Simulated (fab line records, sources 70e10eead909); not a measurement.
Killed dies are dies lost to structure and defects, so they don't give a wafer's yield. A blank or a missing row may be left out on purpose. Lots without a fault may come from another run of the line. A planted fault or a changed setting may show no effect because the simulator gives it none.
A struck lot beside a sound one | flow nand_harc | 14 steps out of a route of 1302
Sound: wafers L636.3, L636.4, L636.5. Struck: wafers L642.1, L642.4, L642.5. The cause comes at the end.
At each step with rows: each side's tool, then ch and its chambers, then its first start. Under that, the readings that differ: sound wafers | struck wafers | difference of the means | sigmas: that difference in standard deviations of wafers without a fault.
alike: readings whose means differ by less than 2 such deviations, and words and numbers that are the same on both sides. not compared: withheld readings, readings that some wafer has no value for, bounds like >300 that may hide the same value, and numbers for which the record gives no deviation and whose values overlap.
The two part at a step that has a row with sigmas, a row that says differs or no value, or rows on one side only. Numbers that don't overlap but have no deviation are shown without sigmas and don't part them. A reading that every wafer of one side lacks parts them only if that side has two wafers or more.

first, 8 steps without rows for these wafers: NHARC_A_CONTACT_COAT_34 (time 75 s); NHARC_A_CONTACT_COAT_35 (time 65 s); NHARC_A_CONTACT_COAT_36 (resist thk 90 nm); NHARC_A_CONTACT_SOFTBAKE_37 (time 55 s); NHARC_A_CONTACT_EBR_38; NHARC_A_CONTACT_EXPOSE_39 (exposes mask A CC 3); NHARC_A_CONTACT_PEB_40 (peb time 65 s); NHARC_A_CONTACT_DEVELOP_41 (develop time 35 s).
NHARC_A_CONTACT_CD_MEAS_42: target cd 300 nm.
  sound on cd_sem-03 ch 0, day 24 23:19; struck on cd_sem-01 ch 0, day 27 21:19
  alike: cd_nm
NHARC_A_CONTACT_OVL_MEAS_43:
  sound on overlay-01, day 24 23:23; struck on overlay-02, day 27 21:25
  alike: overlay_x_nm, overlay_y_nm
NHARC_A_CONTACT_INSPECT_44:
  sound on defect_inspect-01, day 24 23:26; struck on defect_inspect-01, day 27 21:27
  alike: raw_defect_count
NHARC_A_CONTACT_DESCUM_47: chemistry O2, time 3 s.
  sound on rie_diel-05 ch 1,3, day 24 23:30; struck on rie_diel-05 ch 1,3, day 27 21:31
  alike: drypump_motor_current_A, oes_product_au, rf_vpp_V, showerhead_plenum_p_Torr, throttle_valve_pct
  not compared: rf_hours_counter_h
NHARC_A_CONTACT_ETCH_48: etches the open film in CF4, target depth 39 nm, time 65 s.
  sound on rie_diel-05 ch 0,3, day 24 23:35; struck on rie_diel-05 ch 0,2,3, day 27 21:36
  reading          | sound          | struck         | difference | sigmas
  run_length_s (s) | 86.4 85.6 85.9 | 68.1 67.5 67.9 | -18.1      | -43
  alike: drypump_motor_current_A, oes_product_au, rf_vpp_V, showerhead_plenum_p_Torr, throttle_valve_pct
  not compared: rf_hours_counter_h
NHARC_A_CONTACT_ETCH_49: etches the open film in N2/H2, target depth 260 nm, time 475.3 s.
  sound on rie_diel-05 ch 0,2; struck on rie_diel-05 ch 0,2,3
  alike: drypump_motor_current_A, oes_product_au, rf_vpp_V, run_length_s, showerhead_plenum_p_Torr, throttle_valve_pct
  not compared: rf_hours_counter_h

WHERE THEY PART
Only at NHARC_A_CONTACT_ETCH_48, within this record. Later steps at which nothing parts them and some readings are alike: NHARC_A_CONTACT_ETCH_49.

WHY: what the simulator had put in
Process parameter drift: rie_diel-05, from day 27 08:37 on, at NHARC_A_CONTACT_ETCH_48. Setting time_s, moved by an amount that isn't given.
